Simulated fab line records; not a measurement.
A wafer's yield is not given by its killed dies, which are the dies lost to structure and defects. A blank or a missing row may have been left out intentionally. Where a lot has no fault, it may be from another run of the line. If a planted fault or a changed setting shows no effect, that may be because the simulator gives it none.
fab line records -- flow n5Finfet
record lots=9, wafers=27, lastDay=18
route steps=1938 shown MOL_CONTACT_COAG@584 BEOL_M4@1111 PASSIVATION@1936
lots that met no fault: from a run of the same line without faults
startH: hours from the record's first day to the start of the lot's first wafer shown -- waitH: how many hours have passed since the lot's step before this one -- " as in the row above -- L1.1+2: several wafers, shown together as one row -- - no value, or no start was given -- * or withheld: withheld -- < > ~ a bound
route shown NAME@n: names a module that has steps shown in the file, with the first one's number in the route -- usual: the fault-free wafers' mean and standard deviation -- same: alike in all rows -- chamber/n: place in a boat -- sites: per-site readings -- _std_site: how widely they spread, as a standard deviation -- _edge_site: mean of outer sites minus mean of inner sites -- radiusMm: for every site, how far away it sits from the centre of the wafer -- mask NAME#n: copy n -- behind: the most recent tool/chamber to have shaped the wafer -- hold: cause of the lot's hold/its duration in hours/its outcome -- device: transistor that didn't switch, given as n, p or np -- end of line: the route-end tests of the same wafers -- step lacking rows: just its recipe -- killed: not the wafer's yield, but the dies lost to structure and defects at the first sort -- map: shows each die of a wafer: x if killed, . if not, _ if none is there
set.NAME: the setting that was run; set.NAME@STEP: the one run at that earlier step -- model.NAME: the simulator's own value behind a step, which no gauge read
one table for each step of the route and one row for each wafer, over a sample of lots
services: the hour from which a tool's chamber was out of use, counted from the record's first day as startH (under 0 if before that day), plus the number of hours and why
## steps
# step N5_MOL_CONTACT_COAG_ETCHBACK_135
# recipe chemistry=CHF3, target=SiO2, targetDepthA=250, timeS=16.7, ionEnergyEv=200, pressureMtorr=30, sourceW=610, biasW=170, Ar_flow_sccm=200, CHF3_flow_sccm=50
# usual drypumpMotorCurrentA=5.7/0.44, oesProductAu=0.75/0.075, rfVppV=522/7.7, showerheadPlenumPTorr=2.37/0.096, throttleValvePct=18.80/0.14
lot.wafer,tool,chamber,startH,waitH,drypumpMotorCurrentA,oesProductAu,rfHoursCounterH,rfVppV,showerheadPlenumPTorr,throttleValvePct
L871.1,rieDiel-06,3,103.62,0.0,5.8,0.82,105,535,2.50,18.76
L871.3,rieDiel-06,1,103.62,0.0,5.7,0.74,210,525,2.37,19.04
L871.6,rieDiel-06,3,103.62,0.0,5.7,0.81,-,536,2.50,18.76
L872.1,rieDiel-06,1,112.28,0.0,5.7,0.75,213,528,2.37,19.04
L872.4,rieDiel-06,3,112.28,0.0,5.7,0.81,108,535,2.49,18.76
L872.5,rieDiel-06,2,112.28,0.0,5.6,0.72,-,526,2.26,18.70
L874.1,rieDiel-01,0,129.12,0.0,5.5,0.82,62,521,2.41,18.49
L874.2,rieDiel-01,2,129.12,0.0,6.3,0.71,211,526,2.44,18.66
L874.4,rieDiel-01,1,129.12,0.0,6.1,0.73,177,510,2.36,18.89
L875.1,rieDiel-01,2,132.67,0.0,6.4,0.70,212,525,2.44,18.67
L875.2,rieDiel-01,0,132.67,0.0,5.5,0.81,63,520,2.41,18.48
L875.6,rieDiel-01,3,132.67,0.0,5.3,0.73,-,527,2.37,18.71
L877.2,rieDiel-05,2,142.16,0.0,5.4,0.68,227,533,2.27,18.84
L877.3,rieDiel-05,3,142.16,0.0,5.1,0.72,189,510,2.38,18.79
L877.4,rieDiel-05,0,142.16,0.0,5.3,0.76,-,516,2.20,18.93
L878.1,rieDiel-06,2,142.89,0.0,5.6,0.72,197,527,2.26,18.70
L878.3,rieDiel-06,3,142.89,0.0,5.7,0.80,118,537,2.49,18.76
L878.6,rieDiel-06,2,142.89,0.0,5.6,0.71,-,527,2.26,18.68
L884.2,rieDiel-05,1,177.19,0.0,6.6,0.98,9,520,2.55,18.80
L884.4,rieDiel-05,3,177.19,0.0,5.2,0.72,203,511,2.37,18.82
L884.6,rieDiel-05,2,177.19,0.0,5.5,0.68,-,534,2.27,18.87
L892.2,rieDiel-06,0,228.40,0.0,6.0,0.74,161,518,2.47,18.75
L892.4,rieDiel-06,1,228.40,0.0,5.7,0.97,0,525,2.36,18.65
L892.5,rieDiel-06,0,228.40,0.0,6.0,0.74,-,520,2.47,18.75
L894.1,rieDiel-01,3,238.07,0.0,5.3,0.70,240,528,2.35,18.79
L894.4,rieDiel-01,3,238.07,0.0,5.3,0.70,-,528,2.35,18.78
L894.6,rieDiel-01,1,238.07,0.0,6.1,0.69,-,510,2.35,18.97
# step N5_MOL_CONTACT_COAG_STRIP_119
# recipe chemistry=N2/H2, timeS=30, powerW=1000, tempC=250, pressureMtorr=withheld, n2FlowSccm=1750, h2FlowSccm=3250
# usual drypumpMotorCurrentA=5.62/0.29, heaterPowerW=344/36
lot.wafer,tool,chamber,startH,waitH,drypumpMotorCurrentA,heaterPowerW,rfHoursCounterH
L871.1,plasmaAsher-02,0,103.84,0.1,5.42,298,40
L871.3,plasmaAsher-02,0,103.84,0.1,5.41,300,-
L871.6,plasmaAsher-02,1,103.84,0.1,5.86,344,-
L872.1,plasmaAsher-01,1,112.50,0.1,5.96,344,90
L872.4,plasmaAsher-01,0,112.50,0.1,5.22,413,-
L872.5,plasmaAsher-01,0,112.50,0.1,5.21,414,-
L874.1,plasmaAsher-01,0,129.34,0.1,5.20,400,95
L874.2,plasmaAsher-01,1,129.34,0.1,5.96,346,95
L874.4,plasmaAsher-01,1,129.34,0.1,5.95,335,-
L875.1,plasmaAsher-01,0,132.89,0.1,5.22,405,95
L875.2,plasmaAsher-01,1,132.89,0.1,5.95,342,95
L875.6,plasmaAsher-01,0,132.89,0.1,5.24,402,-
L877.2,plasmaAsher-01,1,142.38,0.1,5.97,331,97
L877.3,plasmaAsher-01,0,142.38,0.1,5.22,394,-
L877.4,plasmaAsher-01,1,142.38,0.1,5.98,338,-
L878.1,plasmaAsher-02,1,143.11,0.1,5.87,342,49
L878.3,plasmaAsher-02,1,143.11,0.1,5.85,346,-
L878.6,plasmaAsher-02,0,143.11,0.1,5.43,309,-
L884.2,plasmaAsher-02,0,177.41,0.1,5.43,303,57
L884.4,plasmaAsher-02,0,177.41,0.1,5.43,309,-
L884.6,plasmaAsher-02,0,177.41,0.1,5.42,310,-
L892.2,plasmaAsher-01,0,228.62,0.1,5.20,412,113
L892.4,plasmaAsher-01,0,228.62,0.1,5.21,417,-
L892.5,plasmaAsher-01,1,228.62,0.1,5.98,340,-
L894.1,plasmaAsher-02,0,238.29,0.1,5.44,313,71
L894.4,plasmaAsher-02,0,238.29,0.1,5.41,305,-
L894.6,plasmaAsher-02,1,238.29,0.1,5.86,344,-
# step N5_MOL_CONTACT_COAG_CD_MEAS_137
# recipe targetCdNm=16
# usual cdNm=15.7/0.36
lot.wafer,tool,chamber,startH,waitH,cdNm
L871.1,cdSem-02,-,103.99,0.0,15.7
L871.3,cdSem-02,-,103.99,0.0,15.8
L871.6,cdSem-02,-,103.99,0.0,15.5
L872.1,cdSem-02,-,112.66,0.0,15.9
L872.4,cdSem-02,-,112.66,0.0,15.7
L872.5,cdSem-02,-,112.66,0.0,15.7
L874.1,cdSem-02,-,129.48,0.0,16.0
L874.2,cdSem-02,-,129.48,0.0,16.1
L874.4,cdSem-02,-,129.48,0.0,16.7
L875.1,cdSem-01,-,133.04,0.0,15.8
L875.2,cdSem-01,-,133.04,0.0,16.0
L875.6,cdSem-01,-,133.04,0.0,15.7
L877.2,cdSem-02,-,142.53,0.0,15.6
L877.3,cdSem-02,-,142.53,0.0,15.7
L877.4,cdSem-02,-,142.53,0.0,15.1
L878.1,cdSem-03,-,143.26,0.0,15.3
L878.3,cdSem-03,-,143.26,0.0,15.2
L878.6,cdSem-03,-,143.26,0.0,15.2
L884.2,cdSem-03,-,177.56,0.0,16.0
L884.4,cdSem-03,-,177.56,0.0,16.2
L884.6,cdSem-03,-,177.56,0.0,16.0
L892.2,cdSem-02,-,228.76,0.0,16.1
L892.4,cdSem-02,-,228.76,0.0,16.2
L892.5,cdSem-02,-,228.76,0.0,16.3
L894.1,cdSem-01,-,238.44,0.0,15.6
L894.4,cdSem-01,-,238.44,0.0,15.6
L894.6,cdSem-01,-,238.44,0.0,15.9
# step N5_MOL_CONTACT_COAG_INSPECT_42
# recipe mode=adi, inspectInstrument=brightfield
# usual rawDefectCount=191/48
lot.wafer,tool,chamber,startH,waitH,rawDefectCount
L871.1,defectInspect-02,-,104.52,0.1,147
L871.3,defectInspect-02,-,104.52,0.1,144
L871.6,defectInspect-02,-,104.52,0.1,107
L872.1,defectInspect-02,-,113.06,0.1,244
L872.4,defectInspect-02,-,113.06,0.1,208
L872.5,defectInspect-02,-,113.06,0.1,255
L874.1,defectInspect-01,-,130.02,0.1,189
L874.2,defectInspect-01,-,130.02,0.1,173
L874.4,defectInspect-01,-,130.02,0.1,216
L875.1,defectInspect-02,-,133.45,0.1,879
L875.2,defectInspect-02,-,133.45,0.1,198
L875.6,defectInspect-02,-,133.45,0.1,795
L877.2,defectInspect-02,-,142.93,0.0,215
L877.3,defectInspect-02,-,142.93,0.0,944
L877.4,defectInspect-02,-,142.93,0.0,140
L878.1,defectInspect-02,-,143.66,0.1,181
L878.3,defectInspect-02,-,143.66,0.1,203
L878.6,defectInspect-02,-,143.66,0.1,189
L884.2,defectInspect-02,-,177.97,0.0,120
L884.4,defectInspect-02,-,177.97,0.0,232
L884.6,defectInspect-02,-,177.97,0.0,130
L892.2,defectInspect-01,-,229.17,0.0,174
L892.4,defectInspect-01,-,229.17,0.0,174
L892.5,defectInspect-01,-,229.17,0.0,224
L894.1,defectInspect-02,-,238.97,0.1,237
L894.4,defectInspect-02,-,238.97,0.1,187
L894.6,defectInspect-02,-,238.97,0.1,284
# step N5_MOL_CONTACT_COAG_ETCHBACK_134
# recipe chemistry=CHF3, target=SiO2, targetDepthA=100, timeS=6.7, ionEnergyEv=200, pressureMtorr=30, sourceW=610, biasW=170, Ar_flow_sccm=200, CHF3_flow_sccm=50
# usual drypumpMotorCurrentA=5.7/0.41, oesProductAu=0.75/0.064, rfVppV=523/7.4, showerheadPlenumPTorr=2.39/0.09, throttleValvePct=18.78/0.15
lot.wafer,tool,chamber,startH,waitH,drypumpMotorCurrentA,oesProductAu,rfHoursCounterH,rfVppV,showerheadPlenumPTorr,throttleValvePct
L871.1,rieDiel-06,2,104.87,0.1,5.6,0.72,188,527,2.26,18.67
L871.3,rieDiel-06,3,104.87,0.1,5.7,0.81,105,535,2.50,18.76
L871.6,rieDiel-06,3,104.87,0.1,5.7,0.80,-,536,2.49,18.75
L872.1,rieDiel-01,1,113.76,0.1,6.1,0.73,171,510,2.37,18.90
L872.4,rieDiel-01,0,113.76,0.1,5.4,0.82,56,521,2.42,18.47
L872.5,rieDiel-01,1,113.76,0.1,6.1,0.72,-,511,2.37,18.90
L874.1,rieDiel-05,3,130.36,0.1,5.1,0.73,185,512,2.38,18.78
L874.2,rieDiel-05,2,130.36,0.1,5.5,0.69,223,533,2.27,18.83
L874.4,rieDiel-05,0,130.36,0.1,5.2,0.76,136,518,2.20,18.93
L875.1,rieDiel-06,1,134.55,0.1,5.8,0.72,222,526,2.37,19.04
L875.2,rieDiel-06,0,134.55,0.1,6.0,0.78,126,519,2.48,18.71
L875.6,rieDiel-06,3,134.55,0.1,5.8,0.81,-,537,2.49,18.76
L877.2,rieDiel-01,0,143.41,0.1,5.5,0.81,67,519,2.41,18.51
L877.3,rieDiel-01,2,143.41,0.1,6.3,0.68,216,526,2.44,18.68
L877.4,rieDiel-01,3,143.41,0.1,5.3,0.72,204,528,2.37,18.71
L878.1,rieDiel-06,3,144.61,0.5,5.7,0.80,119,535,2.49,18.77
L878.3,rieDiel-06,0,144.61,0.5,6.0,0.77,129,520,2.48,18.71
L878.6,rieDiel-06,3,144.61,0.5,5.8,0.79,-,536,2.49,18.78
L884.2,rieDiel-06,1,178.58,0.4,5.7,0.71,239,525,2.36,19.09
L884.4,rieDiel-06,3,178.58,0.4,5.7,0.79,128,534,2.49,18.78
L884.6,rieDiel-06,3,178.58,0.4,5.7,0.78,-,534,2.49,18.80
L892.2,rieDiel-01,3,229.76,0.2,5.3,0.70,237,527,2.35,18.77
L892.4,rieDiel-01,0,229.76,0.2,5.5,0.78,99,520,2.40,18.56
L892.5,rieDiel-01,3,229.76,0.2,5.3,0.70,-,528,2.35,18.79
L894.1,rieDiel-05,1,239.40,0.1,6.6,0.92,32,519,2.54,18.83
L894.4,rieDiel-05,0,239.40,0.1,5.3,0.73,181,514,2.18,19.00
L894.6,rieDiel-05,3,239.40,0.1,5.1,0.71,-,512,2.36,18.85
# step N5_BEOL_M4_RC_MEAS_101
# usual DIBL_N=35.9/1.4, DIBL_P=35.9/1.7, IOFF_N=0.160/0.026, IOFF_P=0.21/0.036, ION_N=672/11, ION_P=461/8.1, SS_N=71.4/0.54, SS_P=73.2/0.67, VT_N=249.3/2.7, VT_P=-250/3.9
lot.wafer,tool,chamber,startH,waitH,DIBL_N[mV/V],DIBL_P[mV/V],IOFF_N[nA/um],IOFF_P[nA/um],ION_N[uA/um],ION_P[uA/um],SS_N[mV/dec],SS_P[mV/dec],VT_N[mV],VT_P[mV]
L871.1,prober-01,0,161.63,0.0,35.5,35.6,0.172,0.26,685,473,71.3,73.5,250.0,-243
L871.3,prober-01,0,161.63,0.0,34.1,33.7,0.148,0.23,678,478,71.3,73.0,248.9,-246
L871.6,prober-01,0,161.63,0.0,34.8,34.4,0.159,0.24,681,474,71.0,72.9,248.9,-244
L872.1,prober-01,0,172.90,0.0,34.3,33.6,0.129,0.19,660,462,71.6,72.8,250.5,-248
L872.4,prober-01,0,172.90,0.0,38.8,39.7,0.233,0.29,687,468,72.8,74.8,243.2,-244
L872.5,prober-01,0,172.90,0.0,36.5,35.2,0.155,0.22,672,457,72.1,73.3,251.0,-247
L874.1,prober-02,0,196.80,0.0,36.3,36.2,0.161,0.22,674,462,71.1,74.1,249.6,-247
L874.2,prober-02,0,196.80,0.0,38.0,39.1,0.208,0.28,682,465,72.0,73.7,246.3,-248
L874.4,prober-02,0,196.80,0.0,36.7,35.7,0.169,0.21,674,454,71.8,73.2,250.4,-247
L877.2,prober-01,0,197.59,0.2,35.8,37.4,0.168,0.24,689,473,71.4,73.3,248.0,-249
L877.3,prober-01,0,197.59,0.2,37.2,38.3,0.183,0.24,681,463,71.7,73.6,246.9,-247
L877.4,prober-01,0,197.59,0.2,35.4,36.6,0.158,0.21,666,459,70.7,73.8,249.3,-252
L875.1,prober-02,0,204.42,0.0,37.0,38.7,0.187,0.24,680,455,72.2,74.2,246.1,-249
L875.2,prober-02,0,204.42,0.0,35.1,36.5,0.160,0.20,680,468,71.6,73.1,248.8,-253
L875.6,prober-02,0,204.42,0.0,34.3,35.6,0.139,0.18,673,459,71.5,73.1,249.6,-255
L878.1,prober-01,0,208.68,0.0,36.4,34.8,0.153,0.20,671,464,71.4,73.4,250.6,-250
L878.3,prober-01,0,208.68,0.0,36.4,35.9,0.160,0.23,677,474,71.3,73.2,248.7,-247
L878.6,prober-01,0,208.68,0.0,35.4,34.2,0.147,0.20,670,465,70.6,72.6,249.6,-246
L884.2,prober-01,0,250.47,0.2,37.2,37.7,0.182,0.26,679,476,71.4,73.8,245.9,-247
L884.4,prober-01,0,250.47,0.2,33.9,32.7,0.125,0.18,672,458,71.0,72.8,253.8,-249
L884.6,prober-01,0,250.47,0.2,36.1,35.5,0.163,0.21,674,461,71.4,73.1,249.0,-250
L892.2,prober-02,0,291.75,0.2,40.2,39.1,0.228,0.27,677,468,72.5,74.4,246.0,-248
L892.4,prober-02,0,291.75,0.2,35.4,34.9,0.132,0.19,672,462,70.7,72.5,252.0,-254
L892.5,prober-02,0,291.75,0.2,37.4,37.0,0.165,0.22,682,465,71.2,73.3,247.7,-249
L894.1,prober-02,0,316.26,0.0,36.1,36.2,0.149,0.18,665,456,71.0,72.9,252.6,-253
L894.4,prober-02,0,316.26,0.0,35.0,35.4,0.136,0.17,678,459,70.9,73.7,253.1,-255
L894.6,prober-02,0,316.26,0.0,38.2,39.4,0.190,0.24,675,462,71.5,74.2,249.5,-248
# step N5_PASSIVATION_PROBE_49
# usual defectLimitedYield=90.9/1.5, killed_at_M0_to_M3=35/10, killed_at_M4_up=14/5.2, killedAtContacts=13/7.3, killedAtFrontEnd=42/12, killedAtOther=3.4/2.5, killedDies=108/18, killedOpen=70/13, killedShort=35/8, sort_bin_4_leakage=0.00/0.007, sort_bin_5_function=5.4/1, sort_bin_6_memory=3.4/0.71, sort_bin_8_speed=0.00/0.0099, sortNPass=1072/18, sortYieldPct=90.9/1.5
# same grossDies=1180, killedAtBackSide=0
lot.wafer,tool,chamber,startH,waitH,defectLimitedYield[%],killed_at_M0_to_M3,killed_at_M4_up,killedAtContacts,killedAtFrontEnd,killedAtOther,killedDies,killedOpen,killedShort,sort_bin_4_leakage[%],sort_bin_5_function[%],sort_bin_6_memory[%],sort_bin_8_speed[%],sortNPass,sortYieldPct[%]
L877.2,prober-01,-,299.93,0.1,92.5,46,9,9,21,3,88,45,41,0,4.4,2.5,0,1092,92.5
L877.3,prober-01,-,299.98,0.1,81.2,45,12,135,29,1,222,60,37,0,11.9,4.7,0,958,81.2
L877.4,prober-01,-,300.03,0.2,92.6,48,13,4,20,2,87,54,32,0,4.3,2.8,0,1093,92.6
L875.1,prober-01,-,303.99,0.0,80.0,27,11,145,49,4,236,65,32,0,13.2,4.3,0,944,80.0
L875.2,prober-01,-,304.04,0.1,93.7,25,6,4,37,2,74,51,23,0,3.6,2.3,0,1106,93.7
L875.6,prober-01,-,304.24,0.3,82.0,30,14,139,26,3,212,51,32,0,11.0,4.3,0,968,82.0
# killed by level:class
L877.2 BEOL_M0_SAQP:geometricParticle:short=16 BEOL_M0_SAQP:geometricParticle:open=11 FIN_SAQP:geometricParticle:short=6 MOL_CONTACT_COAG:geometricParticle:open=6 BEOL_M3:geometricParticle:open=6 FIN_SAQP:geometricParticle:open=3 STI_FIN_REVEAL:geometricParticle:open=3 BEOL_M4:geometricParticle:open=3
L877.3 MOL_CONTACT_COAG:unspecified=125 BEOL_M0_SAQP:geometricParticle:open=14 BEOL_M0_SAQP:geometricParticle:short=11 BEOL_M2:geometricParticle:open=9 STI_FIN_REVEAL:geometricParticle:open=6 BEOL_M5:geometricParticle:open=6 MOL_CONTACT_COAG:geometricParticle:short=5 MOL_CONTACT_COAG:geometricParticle:open=5
L877.4 BEOL_M0_SAQP:geometricParticle:short=13 BEOL_M0_SAQP:geometricParticle:open=10 BEOL_M4:geometricParticle:open=7 BEOL_M1:geometricParticle:open=6 BEOL_M3:geometricParticle:open=6 STARTING-WAFER:geometricParticle:open=6 BEOL_M3:geometricParticle:short=5 DUMMY_GATE:geometricParticle:open=4
L875.1 MOL_CONTACT_COAG:unspecified=135 FIN_SAQP:geometricParticle:open=9 FIN_SAQP:geometricParticle:short=8 STI_FIN_REVEAL:geometricParticle:open=6 MOL_CONTACT_COAG:geometricParticle:open=6 DUMMY_GATE:geometricParticle:open=5 BEOL_M1:geometricParticle:open=5 BEOL_M2:geometricParticle:open=5
L875.2 FIN_SAQP:geometricParticle:short=9 FIN_SAQP:geometricParticle:open=8 BEOL_M3:geometricParticle:open=6 BEOL_M0_SAQP:geometricParticle:open=6 BEOL_M2:geometricParticle:open=5 MOL_CONTACT_COAG:geometricParticle:open=4 DUMMY_GATE:geometricParticle:open=3 STARTING-WAFER:geometricParticle:open=3
L875.6 MOL_CONTACT_COAG:unspecified=127 MOL_CONTACT_COAG:geometricParticle:open=10 BEOL_M0_SAQP:geometricParticle:open=10 BEOL_M0_SAQP:geometricParticle:short=9 FIN_SAQP:geometricParticle:short=6 DUMMY_GATE:geometricParticle:open=5 BEOL_M3:geometricParticle:open=5 GATE_CUT:geometricParticle:short=4
## services
tool,chamber,startH,hours,kind
rieDiel-06,2,130.51,8.3,repair
rieDiel-05,1,139.24,-,clean
rieDiel-05,1,139.24,-,consumableReplace:focusRing
rieDiel-05,1,139.24,-,consumableReplace:showerhead
rieDiel-05,1,139.24,12.1,scheduledDown
rieDiel-05,1,139.24,12.1,ventCycle
rieDiel-06,3,159.99,6.8,repair
rieDiel-05,2,204.27,-,clean
rieDiel-05,2,204.27,-,consumableReplace:focusRing
rieDiel-05,2,204.27,-,consumableReplace:showerhead
rieDiel-05,2,204.27,26.8,scheduledDown
rieDiel-05,2,204.27,26.8,ventCycle
rieDiel-06,1,211.69,-,clean
rieDiel-06,1,211.69,-,consumableReplace:focusRing
rieDiel-06,1,211.69,15.6,scheduledDown
rieDiel-06,1,211.69,15.6,ventCycle
rieDiel-05,1,221.26,6.6,repair
plasmaAsher-01,-,230.13,5.1,repair
rieDiel-01,2,235.67,-,clean
rieDiel-01,2,235.67,-,consumableReplace:focusRing
rieDiel-01,2,235.67,13.8,scheduledDown
rieDiel-01,2,235.67,13.8,ventCycle
## key
firstSign step=N5_MOL_CONTACT_COAG_INSPECT_42, reading=rawDefectCount, direction=up, sigmas=14, usual=191, struck=873
effect step=N5_PASSIVATION_PROBE_49, reading=killedAtContacts, direction=up, sigmas=17, usual=13, struck=140
moreKillsBornAt N5_MOL_CONTACT_COAG_STRIP_119@plasmaAsher-01=387
metAt N5_MOL_CONTACT_COAG_STRIP_119
struckLots L875,L877
struckWafers L875.1,L875.6,L877.3
notActingAt N5_MOL_CONTACT_COAG_ETCHBACK_135,N5_MOL_CONTACT_COAG_CD_MEAS_137,N5_MOL_CONTACT_COAG_ETCHBACK_134
onsetBetween 129.34 132.89
fault kind=chamberParticleSource, tool=plasmaAsher-01, chamber=0, onsetH=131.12, steps=N5_MOL_CONTACT_COAG_STRIP_119, ratePerVisitCm2=0.99913, endH=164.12
